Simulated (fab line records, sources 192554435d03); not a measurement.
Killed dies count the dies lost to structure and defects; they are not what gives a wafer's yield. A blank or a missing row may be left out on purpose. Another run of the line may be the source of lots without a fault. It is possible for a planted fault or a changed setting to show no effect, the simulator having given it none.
Chamber matching | flow n5 finfet | N5_BEOL_M4_VIA_ETCH_34 on rie diel-03 has 4 sister chambers
The step etches the open film in C4F6/O2, target depth 69.4 nm, time 65.9 s. 4 wafers are shown with their chamber, then 11 later ones without.

## WAFERS, EACH WITH ITS CHAMBER
wafer  | chamber | drypump motor current A (A)
L085.3 | 0       | 5.7
L089.3 | 2       | 5.3
L089.4 | 3       | 6.3
L087.1 | 1       | 5.3

## WAFERS WITH NO CHAMBER GIVEN
wafer  | drypump motor current A (A)
L087.3 | 6.3
L087.6 | 5.7
L092.3 | 5.3
L092.4 | 5.2
L092.6 | 5.3
L093.1 | 5.7
L093.2 | 5.3
L093.4 | 5.3
L095.2 | 6.3
L095.3 | 5.3
L095.4 | 5.2

## WHICH CHAMBER EACH WENT THROUGH
wafer  | from the rows above     | in truth
L087.3 | 3                       | 3
L087.6 | 0                       | 0
L092.3 | can't be placed: 1 or 2 | 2
L092.4 | can't be placed: 1 or 2 | 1
L092.6 | can't be placed: 1 or 2 | 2
L093.1 | 0                       | 0
L093.2 | can't be placed: 1 or 2 | 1
L093.4 | can't be placed: 1 or 2 | 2
L095.2 | 3                       | 3
L095.3 | can't be placed: 1 or 2 | 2
L095.4 | can't be placed: 1 or 2 | 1
Correctly placed: 4 of 11. Not placeable from these rows: 7 (in 7, the candidates include the true chamber). Wrongly placed: 0.
How it was worked out, from the rows above alone: a wafer's distance from a chamber is the root of the sum, over the readings, of the square of ((its reading less the chamber's mean) divided by the reading's scatter). If the next closest chamber is less than 2 further off than the closest, the wafer can't be placed; otherwise it belongs to the closest. Each chamber's mean is taken over the wafers shown for it. The scatter: root of mean squared gap, hidden wafer to nearest shown wafer, with one shown wafer a chamber.
